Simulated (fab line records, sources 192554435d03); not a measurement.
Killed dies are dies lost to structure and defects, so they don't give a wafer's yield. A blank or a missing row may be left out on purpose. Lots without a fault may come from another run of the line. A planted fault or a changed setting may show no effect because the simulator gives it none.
Which tool did it? | flow n5_finfet | 10 lots, 29 wafers sampled, at 3 steps of a route of 1938

WHAT THE GAUGES READ, wafer by wafer
N5_BEOL_M4_RC_MEAS_101.
lot  | measured     | on        | RS_NWELL (ohm/sq)
L610 | day 8 04:01  | prober-02 | 1036 1026 1042
L613 | day 8 10:41  | prober-01 | 1045 1055 1047
L618 | day 9 23:37  | prober-02 | 727 734 732
L619 | day 10 14:59 | prober-01 | 731 728 735
L626 | day 11 23:43 | prober-01 | 1048 1047 1051
L628 | day 12 07:54 | prober-02 | 1044 1028 1041
L630 | day 13 01:29 | prober-01 | 1036 1033 1046
L631 | day 13 12:31 | prober-02 | 1045 1047 1047
L632 | day 13 15:20 | prober-01 | 1038 1049 1042
L633 | day 14 09:00 | prober-02 | 1040 1037

WHICH TOOL RAN EACH LOT (tool, then ch and the chambers of the sampled wafers, then the start)
lot  | N5_WELL_APT_DESCUM_13             | N5_WELL_APT_IMPLANT_14
L610 | rie_diel-02 ch 0,1,3, day 1 13:55 | implanter-02 ch 0, day 1 14:02
L613 | rie_diel-03 ch 0,1,3, day 2 07:45 | implanter-02 ch 0, day 2 07:53
L618 | rie_diel-03 ch 0,1,3, day 3 14:19 | implanter-02 ch 0, day 3 14:25
L619 | rie_diel-03 ch 1,3, day 3 19:43   | implanter-02 ch 0, day 3 19:49
L626 | rie_diel-04 ch 1,2,3, day 5 14:10 | implanter-01 ch 0, day 5 14:16
L628 | rie_diel-02 ch 1,2, day 6 01:46   | implanter-01 ch 0, day 6 01:57
L630 | rie_diel-04 ch 1,3, day 6 14:18   | implanter-02 ch 0, day 6 14:28
L631 | rie_diel-03 ch 0,2, day 6 19:40   | implanter-02 ch 0, day 6 19:47
L632 | rie_diel-03 ch 0,1,2, day 7 01:58 | implanter-01 ch 0, day 7 02:03
L633 | rie_diel-04 ch 1,3, day 7 07:53   | implanter-02 ch 0, day 7 08:00
- N5_WELL_APT_DESCUM_13: chemistry O2, time 7.9 s.
- N5_WELL_APT_IMPLANT_14

THE ANSWER, worked out from the rows above alone
Rule: what is usual is taken from the lots themselves. Put in order of their means at a reading, lots are off if they are a third of the lots or fewer, leave a main group of 4 or more, and stand apart from it by a gap of 3 or more times the standard deviation of the main group's means; of several such gaps the widest counts. A main group whose means are all the same, to the digits that the tables above print for the reading, isn't used. A lot without any number at a reading at which 4 lots or more have one is off too. The other lots that the step has rows for count as sound.
Off: L618, L619, at N5_BEOL_M4_RC_MEAS_101 (RS_NWELL). The main group: mean 1042 ohm/sq, standard deviation 5.1.
A tool fits if, at a process step before that reading, it ran every lot that is off, and no sound lot after the first of them. The gauges at N5_BEOL_M4_RC_MEAS_101 are tried like those tools. None of those tried fits.

WHAT THE SIMULATOR HAD PUT IN
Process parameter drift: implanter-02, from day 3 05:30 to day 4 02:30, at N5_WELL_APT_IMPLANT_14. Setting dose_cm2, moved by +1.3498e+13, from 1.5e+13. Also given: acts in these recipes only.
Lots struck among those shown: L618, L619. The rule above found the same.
